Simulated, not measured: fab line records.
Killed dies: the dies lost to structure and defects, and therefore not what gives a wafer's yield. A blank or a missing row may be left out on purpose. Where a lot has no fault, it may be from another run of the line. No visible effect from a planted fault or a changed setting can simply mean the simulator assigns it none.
Which tool is to blame? -- flow nand harc -- 14 lots with 42 wafers sampled at 5 steps, on a route of 1302 steps

== WHAT EACH GAUGE READ, for each wafer ==
NHARC_P_BONDPAD_CD_MEAS_09 targets a cd of 500 nm. Usual: cd nm at 500.0 nm, with a standard deviation of 1.5.
lot,measured,on,cd nm (nm),flag
L232,day 5 19:43,cd sem-01,497.0 497.9 496.8,
L233,day 5 23:40,cd sem-02,499.2 500.4 499.4,
L234,day 6 09:10,cd sem-02,500.6 499.8 498.5,
L237,day 7 12:49,cd sem-01,500.0 499.2 502.3,
L235,day 8 00:27,cd sem-02,499.3 496.8 500.4,
L238,day 8 06:00,cd sem-02,499.4 499.4 498.6,
L239,day 8 18:32,cd sem-03,499.7 500.5 499.0,
L240,day 8 19:48,cd sem-02,499.1 501.9 502.0,
L242,day 9 22:41,cd sem-01,499.8 501.7 497.5,
L243,day 10 01:46,cd sem-01,501.3 497.9 500.4,
L247,day 11 16:45,cd sem-01,498.7 499.8 497.2,
L252,day 13 20:13,cd sem-01,499.3 498.8 498.7,
L254,day 14 18:47,cd sem-02,501.7 498.8 498.4,
L255,day 15 01:59,cd sem-03,500.2 504.7 499.4,

NHARC_END_SORT_01. Usual: defect limited yield 90.1 %, standard deviation 2.5; killed at array 62, standard deviation 18; killed at other 0.9, standard deviation 1.2; killed at periphery 4.2, standard deviation 2.9; killed dies 67, standard deviation 17; killed open 3.6, standard deviation 1.9; killed short 2.5, standard deviation 1.6.
lot,measured,on,defect limited yield (%),killed at array,killed at other,killed at periphery,killed dies,killed open,killed short,flag
L252,day 31 21:50,prober-01,86.9 85.2 83.6,86 97 104,0 2 1,3 1 6,89 100 111,2 1 4,5 1 2,
L254,day 32 09:54,prober-01,93.8 93.1 93.1,41 46 42,1 0 1,0 1 4,42 47 47,6 2 3,0 3 2,
L255,day 32 19:26,prober-02,91.4 89.4 90.1,55 68 60,1 1 2,2 3 5,58 72 67,1 2 6,4 5 6,

== TOOL THAT RAN EACH LOT (tool first, then ch and the chambers of the sampled wafers, then the start) ==
lot,NHARC_P_M2_PVD_21,NHARC_P_M2_DEP_33,NHARC_P_BONDPAD_DEP_00
L232,"pvd sputter-03, day 5 18:05 or earlier","pecvd-03 ch 0,1,2, day 5 18:05","pecvd-03 ch 0,1, day 5 18:29"
L233,"pvd sputter-03, day 5 21:49 or earlier","pecvd-03 ch 0,1,2, day 5 21:49","pecvd-02 ch 0,2, day 5 22:40"
L234,"pvd sputter-01, day 6 07:41 or earlier","pecvd-03 ch 0,1, day 6 07:41","pecvd-04 ch 0,2, day 6 08:04"
L237,"pvd sputter-02, day 7 11:18 or earlier","pecvd-04 ch 0,2, day 7 11:18","pecvd-02 ch 0,2, day 7 11:46"
L235,"pvd sputter-03, day 7 22:48 or earlier","pecvd-02 ch 1,2, day 7 22:48","pecvd-04 ch 0,1,2, day 7 23:19"
L238,"pvd sputter-02, day 8 04:33 or earlier","pecvd-04 ch 0,1, day 8 04:33","pecvd-04 ch 0,1,2, day 8 04:54"
L239,"pvd sputter-01, day 8 16:59 or earlier","pecvd-03 ch 0,1,2, day 8 16:59","pecvd-04 ch 1,2, day 8 17:22"
L240,"pvd sputter-02, day 8 17:36 or earlier","pecvd-03 ch 1,2, day 8 17:36","pecvd-04 ch 0,1,2, day 8 18:01"
L242,"pvd sputter-03, day 9 20:43 or earlier","pecvd-03 ch 0,1,2, day 9 20:43","pecvd-03 ch 1,2, day 9 21:28"
L243,"pvd sputter-01, day 10 00:08 or earlier","pecvd-04 ch 1,2, day 10 00:08","pecvd-02 ch 0,1, day 10 00:32"
L247,"pvd sputter-03, day 11 14:20 or earlier","pecvd-03 ch 0,1, day 11 14:20","pecvd-02 ch 0,1, day 11 14:48"
L252,"pvd sputter-03, day 13 18:42 or earlier","pecvd-02 ch 0,1,2, day 13 18:42","pecvd-04 ch 0,1,2, day 13 19:07"
L254,"pvd sputter-01, day 14 17:16 or earlier","pecvd-02 ch 1,2, day 14 17:16","pecvd-04 ch 1,2, day 14 17:43"
L255,"pvd sputter-02, day 15 00:31 or earlier","pecvd-03 ch 0,1,2, day 15 00:31","pecvd-03 ch 0,1,2, day 15 00:53"
- NHARC_P_M2_PVD_21: deposits Cu, target thk 30 nm, time 20.49 s.
- NHARC_P_M2_DEP_33: deposits SiCN, target thk 30 nm.
- NHARC_P_BONDPAD_DEP_00: deposits SiCN, target thk 250 nm.

== WHAT THE TOOLS THEMSELVES READ (means of the sampled wafers that have a number; where no wafer has one, the mark that the record gives instead) ==
NHARC_P_M2_PVD_21. Usual: throttle valve pct at 30.5 %, with a standard deviation of 1.1.
lot,tool,throttle valve pct (%),flag
L232,pvd sputter-03,30.6,
L233,pvd sputter-03,29.0,
L234,pvd sputter-01,32.1,
L237,pvd sputter-02,30.5,
L235,pvd sputter-03,31.2,
L238,pvd sputter-02,30.3,
L239,pvd sputter-01,30.3,
L240,pvd sputter-02,29.9,
L242,pvd sputter-03,30.3,
L243,pvd sputter-01,30.0,
L247,pvd sputter-03,31.6,
L252,pvd sputter-03,30.4,
L254,pvd sputter-01,29.9,
L255,pvd sputter-02,30.0,

NHARC_P_M2_DEP_33. Usual: heater power w at 586 W, with a standard deviation of 55.
lot,tool,heater power w (W),flag
L232,pecvd-03,612,
L233,pecvd-03,594,
L234,pecvd-03,621,
L237,pecvd-04,583,
L235,pecvd-02,578,
L238,pecvd-04,500,
L239,pecvd-03,539,
L240,pecvd-03,586,
L242,pecvd-03,592,
L243,pecvd-04,468,
L247,pecvd-03,584,
L252,pecvd-02,628,
L254,pecvd-02,612,
L255,pecvd-03,566,

NHARC_P_BONDPAD_DEP_00. Usual: heater power w at 576 W, with a standard deviation of 69.
lot,tool,heater power w (W),flag
L232,pecvd-03,597,
L233,pecvd-02,594,
L234,pecvd-04,624,
L237,pecvd-02,583,
L235,pecvd-04,532,
L238,pecvd-04,550,
L239,pecvd-04,497,
L240,pecvd-04,565,
L242,pecvd-03,576,
L243,pecvd-02,546,
L247,pecvd-02,612,
L252,pecvd-04,585,
L254,pecvd-04,537,
L255,pecvd-03,573,

== THE ANSWER, worked out from the rows above alone ==
Rule: take the mean of a lot's wafers that have a number; if it is more than 3 standard deviations from the usual mean, the lot is off. Also off: a lot with no number at a reading for which 4 or more lots have one. All remaining lots with rows at the step are treated as sound. Order of review: gauges by route order, followed by the tools' own readings, for which a lot's mean as printed above is used. The first step at which some lot is off is used, and at that step the reading that is off furthest; a lot without a number counts as furthest.
None of the lots is off at any reading shown; this tells nothing.

== WHAT THE SIMULATOR PUT IN ==
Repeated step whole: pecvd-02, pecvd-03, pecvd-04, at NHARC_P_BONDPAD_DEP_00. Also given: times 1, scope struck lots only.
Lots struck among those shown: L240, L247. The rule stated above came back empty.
